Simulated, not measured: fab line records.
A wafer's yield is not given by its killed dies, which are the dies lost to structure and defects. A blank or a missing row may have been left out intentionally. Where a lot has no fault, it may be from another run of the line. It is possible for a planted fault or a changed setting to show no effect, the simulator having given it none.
Matching of chambers    flow nandHarc    rieDiel-01 running NHARC_A_STAIRCASE_TRIM_12: 4 sister chambers
The step chemistry O2, time 211.2 s. 22 wafers are shown with their chamber, then 11 later ones without.

EACH WAFER AND ITS CHAMBER
wafer   chamber  drypumpMotorCurrentA (A)  showerheadPlenumPTorr (Torr)  rfVppV (V)
L080.3  1        4.8                       3.61                          59.2
L080.5  0        5.7                       3.46                          58.9
L080.6  3        5.2                       3.34                          56.9
L081.1  2        5.9                       3.34                          56.9
L081.3  3        5.2                       3.34                          56.4
L081.5  3        5.3                       3.34                          56.7
L082.4  1        4.8                       3.60                          59.0
L082.5  3        5.3                       3.34                          57.6
L082.6  2        5.9                       3.33                          57.3
L085.3  3        5.3                       3.34                          57.5
L085.4  1        4.8                       3.60                          58.4
L085.5  2        5.9                       3.33                          56.6
L086.2  0        5.7                       3.45                          56.9
L086.5  1        4.8                       3.60                          56.9
L086.6  0        5.7                       3.45                          58.4
L089.3  2        5.9                       3.32                          58.3
L089.5  1        4.8                       3.59                          57.3
L089.6  2        5.9                       3.32                          56.7
L091.2  1        4.8                       3.59                          57.7
L091.3  3        5.2                       3.33                          56.0
L091.4  2        5.9                       3.32                          56.7
L092.1  1        4.8                       3.59                          58.4

SIGNATURES, as means of the wafers listed above
reading                chamber 0  chamber 1  chamber 2  chamber 3  scatter within a chamber
drypumpMotorCurrentA   5.700      4.800      5.900      5.250      0.0289
showerheadPlenumPTorr  3.4533     3.5971     3.3267     3.3383     0.00677
rfVppV                 58.067     58.129     57.083     56.850     0.768
Rule: for each reading, subtract the chamber's mean from the wafer's reading, divide by that reading's scatter and square the result; add these up over the readings and take the root, which gives the wafer's distance from the chamber. If the next closest chamber is less than 2 further off than the closest, the wafer can't be placed; otherwise it belongs to the closest. How the scatter is found: for the shown wafers, subtract from each reading the mean of its chamber, square and add these, divide the total by (wafers less chambers), then take the root.

WAFERS WITH NO CHAMBER GIVEN
wafer   drypumpMotorCurrentA (A)  showerheadPlenumPTorr (Torr)  rfVppV (V)
L092.2  5.7                       3.44                          58.4
L092.5  5.7                       3.44                          57.3
L093.2  5.7                       3.44                          58.8
L093.3  4.8                       3.58                          60.1
L093.4  5.9                       3.32                          57.2
L094.2  4.8                       3.58                          57.9
L094.4  5.7                       3.44                          57.8
L094.5  4.8                       3.58                          59.2
L097.1  4.8                       3.58                          57.6
L097.2  5.3                       3.32                          57.7
L097.5  5.7                       3.43                          55.8

CHAMBER TAKEN BY EACH
wafer   from the rows above  in truth
L092.2  0                    0
L092.5  0                    0
L093.2  0                    0
L093.3  1                    1
L093.4  2                    2
L094.2  1                    1
L094.4  0                    0
L094.5  1                    1
L097.1  1                    1
L097.2  3                    3
L097.5  0                    0
11 of 11 placed correctly. Can't be placed from these rows: 0. Placed wrongly: 0.
